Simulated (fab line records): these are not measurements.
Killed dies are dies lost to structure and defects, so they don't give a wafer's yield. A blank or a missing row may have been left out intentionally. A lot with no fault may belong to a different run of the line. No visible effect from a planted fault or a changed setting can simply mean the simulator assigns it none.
fab line records	flow nand_harc
record lots=13	wafers=39	last_day=24
route steps=1159 shown P_ZERO_WELL@46 P_GATE@167 P_CONTACT@233 END@1159
lots that met no fault: from a run of the same line without faults
start_h: the number of hours between the record's first day and the start of the first shown wafer of the lot	wait_h: hours since the lot's step before	" the same as in the row above	L1.1+2: a single row standing in for several wafers	- no value, or no start was given	* or withheld: withheld	< > ~ a bound
route shown NAME@n: names a module that has steps shown in the file, with the first one's number in the route	usual: mean/standard deviation taken from wafers without a fault	same: alike in all rows	chamber/n: place in a boat	sites: readings site by site	_std_site: how widely they spread, as a standard deviation	_edge_site: inner sites' mean taken away from outer sites' mean	radius_mm: how far each site lies from the wafer's centre	mask NAME#n: copy n	behind: the last tool/chamber to shape the wafer	hold: why the lot was held/for how many hours/how that ended	device: the n, p or np transistor that did not switch	end of line: at the end of the route, the tests of the same wafers	step lacking rows: just its recipe	killed: dies lost to structure and defects at the first sort, not the wafer's yield	map: a wafer's dies, marking killed ones x, the rest . and places with no die _
set.NAME: the setting as run; set.NAME@STEP: as run at that earlier step	model.NAME: the simulator's own value behind a step, which no gauge read
a sample of lots followed through the steps of the route, with each step as a table and each wafer as a row
services: a tool's chamber out of use, with start hour (start_h, from the record's first day; less than 0 if before it), hours out, and reason
## steps
# step NHARC_P_ZERO_WELL_DESCUM_39
# recipe time_s=3	o2_flow_sccm=200	ar_flow_sccm=0	bias_power_w=0	chemistry=O2
# usual drypump_motor_current_A=5.9/0.48	oes_product_au=1.000/0.015	rf_vpp_V=57.9/0.85	showerhead_plenum_p_Torr=1.93/0.086	throttle_valve_pct=11.311/0.0095
lot.wafer	tool	chamber	start_h	wait_h	drypump_motor_current_A	oes_product_au	rf_hours_counter_h	rf_vpp_V	showerhead_plenum_p_Torr	throttle_valve_pct
L527.2	rie_diel-10	3	22.27	-	6.6	0.990	1	58.1	1.88	11.318
L527.3	"	0	"	"	6.0	0.991	1	58.5	1.82	11.300
L527.5	"	2	"	"	5.9	0.995	-	57.6	2.05	11.307
L528.2	rie_diel-13	2	28.15	-	5.5	0.992	7	58.3	2.05	11.308
L528.5	"	2	"	"	5.5	0.972	-	58.0	2.05	11.307
L528.4	"	1	"	"	6.3	1.019	-	59.4	2.06	11.315
L529.3	rie_diel-07	1	34.16	-	6.7	0.998	6	58.6	1.91	11.314
L529.4	"	3	"	"	6.1	1.006	7	57.3	1.92	11.308
L529.6	"	1	"	"	6.7	0.999	-	58.8	1.91	11.310
L530.3	rie_diel-07	3	40.39	-	6.1	1.003	7	57.5	1.92	11.309
L530.2	"	1	"	"	6.7	1.006	7	59.2	1.90	11.316
L530.5	"	3	"	"	6.1	0.999	-	57.4	1.92	11.308
L531.2	rie_diel-07	1	46.21	-	6.7	1.010	7	58.6	1.90	11.305
L531.3	"	2	"	"	5.3	1.027	7	56.9	1.98	11.312
L531.6	"	0	"	"	6.2	1.026	-	57.0	1.80	11.312
L534.3	rie_diel-10	0	64.42	-	6.0	0.990	4	57.0	1.82	11.311
L534.1	"	1	"	"	5.3	1.014	3	58.4	1.97	11.307
L534.5	"	1	"	"	5.3	1.013	-	58.5	1.97	11.328
L535.3	rie_diel-07	1	70.48	-	6.7	0.974	1	58.9	1.90	11.310
L535.1	"	0	"	"	6.2	1.008	1	56.6	1.80	11.303
L535.5	"	1	"	"	6.6	0.977	-	58.2	1.90	11.291
L540.2	rie_diel-07	2	100.43	-	5.3	1.014	3	56.5	1.98	11.308
L540.3	"	3	"	"	6.1	0.999	3	57.4	1.92	11.309
L540.6	"	3	"	"	6.2	0.998	-	58.2	1.92	11.311
L544.1	rie_diel-13	0	124.46	-	5.4	0.988	1	56.7	1.96	11.306
L544.3	"	1	"	"	6.3	0.999	1	59.0	2.05	11.326
L544.4	"	2	"	"	5.5	0.982	1	59.4	2.05	11.293
L545.1	rie_diel-13	3	130.42	-	6.1	0.979	1	57.9	1.81	11.308
L545.2	"	0	"	"	5.4	0.984	1	57.8	1.96	11.298
L545.6	"	3	"	"	6.2	0.982	-	57.3	1.81	11.288
L546.1	rie_diel-07	2	136.16	-	5.3	1.011	6	57.6	1.98	11.305
L546.4	"	0	"	"	6.3	1.013	5	56.2	1.80	11.305
L546.6	"	2	"	"	5.3	1.012	-	57.6	1.98	11.311
L548.2	rie_diel-10	3	148.46	-	6.6	1.005	11	57.1	1.88	11.302
L548.4	"	0	"	"	6.0	0.988	11	57.9	1.82	11.319
L548.5	"	0	"	"	6.0	0.982	-	57.6	1.82	11.299
L549.4	rie_diel-13	0	154.28	-	5.4	0.988	3	58.6	1.96	11.318
L549.2	"	2	"	"	5.5	0.968	4	57.3	2.05	11.319
L549.6	"	0	"	"	5.4	0.983	-	58.7	1.96	11.308
# step NHARC_P_ZERO_WELL_RTA_42
# recipe temp_c=1100	time_s=300
# usual lamp_power_pct=38.02/0.12	wafer_temp_C_max=1105.0/1.2
lot.wafer	tool	chamber	start_h	wait_h	lamp_power_pct	wafer_temp_C_max
L527.2	rtp_anneal-01	0	24.98	-	38.08	1104.8
L527.3	"	0	"	"	38.11	1104.9
L527.5	"	0	"	"	38.15	1105.3
L528.2	rtp_anneal-01	0	30.92	-	38.15	1104.3
L528.4	"	0	"	"	38.15	1105.4
L528.5	"	0	"	"	38.15	1105.8
L529.3	rtp_anneal-01	0	36.98	-	38.13	1104.5
L529.4	"	0	"	"	38.13	1108.0
L529.6	"	0	"	"	38.20	1106.1
L530.2	rtp_anneal-01	0	43.10	-	38.17	1107.4
L530.3	"	0	"	"	38.16	1103.9
L530.5	"	0	"	"	38.20	1104.1
L531.2	rtp_anneal-02	0	48.83	-	37.86	1105.2
L531.3	"	0	"	"	38.00	1103.5
L531.6	"	0	"	"	37.90	1102.9
L534.1	rtp_anneal-02	0	66.91	-	37.88	1103.9
L534.3	"	0	"	"	37.91	1106.1
L534.5	"	0	"	"	37.87	1104.4
L535.1	rtp_anneal-02	0	73.08	-	37.96	1104.4
L535.3	"	0	"	"	37.92	1102.6
L535.5	"	0	"	"	37.88	1104.2
L540.2	rtp_anneal-02	0	103.28	-	37.81	1103.3
L540.3	"	0	"	"	37.98	1104.8
L540.6	"	0	"	"	37.88	1104.8
L544.1	rtp_anneal-02	0	127.07	-	37.81	1102.6
L544.3	"	0	"	"	37.90	1104.8
L544.4	"	0	"	"	37.91	1103.5
L545.1	rtp_anneal-02	0	133.05	-	37.87	1103.1
L545.2	"	0	"	"	37.88	1105.6
L545.6	"	0	"	"	37.92	1103.5
L546.1	rtp_anneal-02	0	138.78	-	37.89	1104.5
L546.4	"	0	"	"	37.95	1103.4
L546.6	"	0	"	"	37.89	1103.1
L548.2	rtp_anneal-01	0	151.08	-	38.14	1105.2
L548.4	"	0	"	"	38.05	1104.9
L548.5	"	0	"	"	38.05	1106.1
L549.2	rtp_anneal-01	0	156.88	-	38.08	1107.1
L549.4	"	0	"	"	38.09	1105.9
L549.6	"	0	"	"	38.08	1105.7
# step NHARC_P_GATE_EXPOSE_43
# recipe na=0.6	target_cd_nm=720	dose_mj=14.81	mask_id=P_NSD
lot.wafer	tool	chamber	start_h	wait_h	mask
L527.2+3+5	krf_scanner-02	0	101.73	-	P_NSD#0
L528.2+4+5	krf_scanner-04	0	115.55	-	P_NSD#0
L529.3+4+6	krf_scanner-02	0	115.72	-	P_NSD#0
L530.2+3+5	krf_scanner-04	0	122.75	-	P_NSD#0
L531.2+3+6	krf_scanner-03	0	133.09	-	P_NSD#0
L535.1+3+5	krf_scanner-02	0	152.07	-	P_NSD#0
L534.1+3+5	krf_scanner-02	0	155.27	-	P_PSD#0
L540.2+3+6	krf_scanner-03	0	182.48	-	P_NSD#0
L544.1+3+4	krf_scanner-03	0	209.56	-	P_NSD#0
L545.1+2+6	krf_scanner-02	0	209.76	-	P_NSD#0
L546.1+4+6	krf_scanner-04	0	224.14	-	P_NSD#0
L548.2+4+5	krf_scanner-04	0	232.65	-	P_NSD#0
L549.2+4+6	krf_scanner-04	0	233.41	-	P_NSD#0
# step NHARC_P_GATE_CD_MEAS_46
# recipe target_cd_nm=720	landing_energy_ev=500
# usual cd_nm=719.5/1.9
lot.wafer	tool	chamber	start_h	wait_h	cd_nm
L527.2	cd_sem-01	0	101.88	-	717.8
L527.3	"	0	"	"	719.2
L527.5	"	0	"	"	719.9
L528.2	cd_sem-02	0	115.71	-	719.5
L528.4	"	0	"	"	717.5
L528.5	"	0	"	"	719.7
L529.3	cd_sem-01	0	115.87	-	717.2
L529.4	"	0	"	"	722.2
L529.6	"	0	"	"	719.0
L530.2	cd_sem-02	0	122.91	-	720.9
L530.3	"	0	"	"	718.0
L530.5	"	0	"	"	720.4
L531.2	cd_sem-02	0	133.25	-	718.9
L531.3	"	0	"	"	719.2
L531.6	"	0	"	"	719.2
L535.1	cd_sem-02	0	152.23	-	719.6
L535.3	"	0	"	"	719.1
L535.5	"	0	"	"	717.4
L534.1	cd_sem-03	0	155.42	-	-
L534.3	"	0	"	"	-
L534.5	"	0	"	"	-
L540.2	cd_sem-01	0	182.63	-	717.9
L540.3	"	0	"	"	719.3
L540.6	"	0	"	"	718.5
L544.1	cd_sem-01	0	209.71	-	717.2
L544.3	"	0	"	"	716.7
L544.4	"	0	"	"	718.0
L545.1	cd_sem-02	0	209.92	-	721.9
L545.2	"	0	"	"	720.2
L545.6	"	0	"	"	722.4
L546.1	cd_sem-03	0	224.30	-	717.3
L546.4	"	0	"	"	720.4
L546.6	"	0	"	"	721.2
L548.2	cd_sem-03	0	232.80	-	720.3
L548.4	"	0	"	"	719.4
L548.5	"	0	"	"	723.2
L549.2	cd_sem-01	0	233.56	-	718.7
L549.4	"	0	"	"	720.1
L549.6	"	0	"	"	718.3
# step NHARC_P_CONTACT_OVL_MEAS_13
# usual overlay_x_nm=-0.2/0.88	overlay_y_nm=0.2/0.88
lot.wafer	tool	chamber	start_h	wait_h	overlay_x_nm	overlay_y_nm
L527.2	overlay-01	-	111.80	-	-1.2	0.2
L527.3	"	-	"	"	-1.6	0.3
L527.5	"	-	"	"	-1.4	-0.1
L528.2	overlay-01	-	124.22	-	0.1	-0.5
L528.4	"	-	"	"	0.2	-1.0
L528.5	"	-	"	"	0.0	-0.7
L529.3	overlay-01	-	124.66	-	-0.7	0.9
L529.4	"	-	"	"	-0.9	0.5
L529.6	"	-	"	"	-0.7	0.3
L530.2	overlay-01	-	131.07	-	1.3	1.2
L530.3	"	-	"	"	2.1	1.2
L530.5	"	-	"	"	1.3	0.6
L531.2	overlay-01	-	141.93	-	-0.7	0.9
L531.3	"	-	"	"	-0.9	0.9
L531.6	"	-	"	"	-1.4	0.8
L535.1	overlay-01	-	160.84	-	-1.4	0.0
L535.3	"	-	"	"	-0.8	-0.1
L535.5	"	-	"	"	-1.9	0.8
L540.2	overlay-02	-	196.32	-	0.9	-1.6
L540.3	"	-	"	"	0.2	-0.9
L540.6	"	-	"	"	0.3	-1.9
L544.1	overlay-02	-	217.77	-	-0.7	-1.3
L544.3	"	-	"	"	-0.6	-0.9
L544.4	"	-	"	"	-1.1	-0.9
L545.1	overlay-02	-	218.24	-	0.4	0.1
L545.2	"	-	"	"	0.4	0.1
L545.6	"	-	"	"	0.9	0.3
L546.1	overlay-02	-	233.09	-	-1.0	-0.1
L546.4	"	-	"	"	-0.8	-0.4
L546.6	"	-	"	"	-0.2	0.2
L548.2	overlay-01	-	240.94	-	-0.1	-0.5
L548.4	"	-	"	"	-0.6	0.0
L548.5	"	-	"	"	-0.2	-0.2
L549.2	overlay-02	-	242.18	-	-0.4	-1.0
L549.4	"	-	"	"	-0.8	-1.1
L549.6	"	-	"	"	-0.8	-1.1
# step NHARC_END_SORT_01
# recipe temp_c=25
# usual killed_at_array=25/10	killed_at_other=0.6/0.91	killed_at_periphery=3.6/2.9	killed_dies=29/10	killed_open=3.3/2	killed_short=1.9/1.5
# same gross_dies=677
lot.wafer	tool	chamber	start_h	wait_h	killed_at_array	killed_at_other	killed_at_periphery	killed_dies	killed_open	killed_short
L534.1	prober-02	0	491.65	2.5	18	1	658	677	1	2
L534.3	prober-02	0	493.24	3.1	16	0	661	677	5	3
L534.5	prober-02	0	494.84	3.7	24	0	653	677	3	2
# killed by level:class
L534.1 P_GATE:area_expose=657 A_SLIT:chamber_film_flake=10 A_CONTACT:chamber_film_flake=3 A_STAIRCASE:chamber_film_flake=2 A_ONON_D1:geometric_particle:short=1 A_BLC:geometric_particle:open=1 STARTING-WAFER:geometric_particle:short=1 P_STI:chamber_film_flake=1
L534.3 P_GATE:area_expose=657 A_SLIT:chamber_film_flake=7 A_CONTACT:geometric_particle:open=2 A_CHANNEL_HOLE_D1:chamber_film_flake=2 A_CONTACT:chamber_film_flake=2 P_CONTACT:geometric_particle:short=1 P_M0:geometric_particle:short=1 P_M0:geometric_particle:open=1
L534.5 P_GATE:area_expose=651 A_SLIT:chamber_film_flake=12 A_CONTACT:chamber_film_flake=3 A_CHANNEL_HOLE_D1:chamber_film_flake=2 A_STAIRCASE:chamber_film_flake=2 A_ONON_D1:geometric_particle:open=1 A_CONTACT:geometric_particle:short=1 A_BLC:geometric_particle:open=1
## services
tool	chamber	start_h	hours	kind
rie_diel-10	-	-0.50	9.0	pm
rie_diel-13	3	27.81	4.5	repair
rie_diel-07	-	28.36	0.6	repair
krf_scanner-02	-	36.51	18.6	repair
rie_diel-07	-	51.20	9.0	pm
krf_scanner-04	-	54.36	4.5	repair
rie_diel-10	3	79.55	9.1	repair
rie_diel-07	-	85.47	0.1	repair
krf_scanner-04	-	89.32	19.1	repair
rie_diel-07	1	97.41	5.3	repair
krf_scanner-02	-	98.81	0.7	repair
rie_diel-13	-	99.00	9.0	pm
rie_diel-07	0	101.55	6.7	repair
rie_diel-10	0	104.16	1.7	repair
rie_diel-07	0	121.08	6.4	repair
krf_scanner-04	-	126.00	4.0	pm
rie_diel-10	1	139.59	3.5	repair
rie_diel-07	0	141.76	7.9	repair
rie_diel-13	-	158.91	3.6	repair
rie_diel-07	3	166.19	1.4	repair
krf_scanner-04	-	204.44	0.3	repair
rie_diel-07	0	205.01	4.2	repair
krf_scanner-02	-	227.06	4.0	pm
rie_diel-07	-	228.20	9.0	pm
## key
first_sign step=NHARC_P_GATE_EXPOSE_43	reading=mask	direction=changed
effect step=NHARC_P_GATE_CD_MEAS_46	reading=cd_nm	direction=missing
effect step=NHARC_END_SORT_01	reading=killed_at_periphery	direction=up	sigmas=99+	usual=3.6	struck=657.3
more_kills_born_at NHARC_P_GATE_EXPOSE_43@krf_scanner-02=1965
met_at NHARC_P_GATE_EXPOSE_43
struck_lots L534
later_rows_left_out L534.1,L534.3,L534.5
tester_left_out L534
not_acting_at NHARC_P_ZERO_WELL_DESCUM_39,NHARC_P_ZERO_WELL_RTA_42,NHARC_P_CONTACT_OVL_MEAS_13
onset_between 152.07 155.27
fault kind=wrong_mask	tool=any	chamber=-	onset_h=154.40	steps=NHARC_P_GATE_EXPOSE_43	aux_copy=P_PSD#0	scope=struck_lots_only
# tester_left_out: of these lots the tester's yield and bins aren't shown, on N5 and GAA mostly nor the transistor test; their killed dies are dies lost to structure and defects alone, not to doping, threshold or leakage, so they don't give the yield
# later_rows_left_out: the simulator's readings of these wafers behind a module that went badly wrong aren't trusted and aren't shown, but for the sort
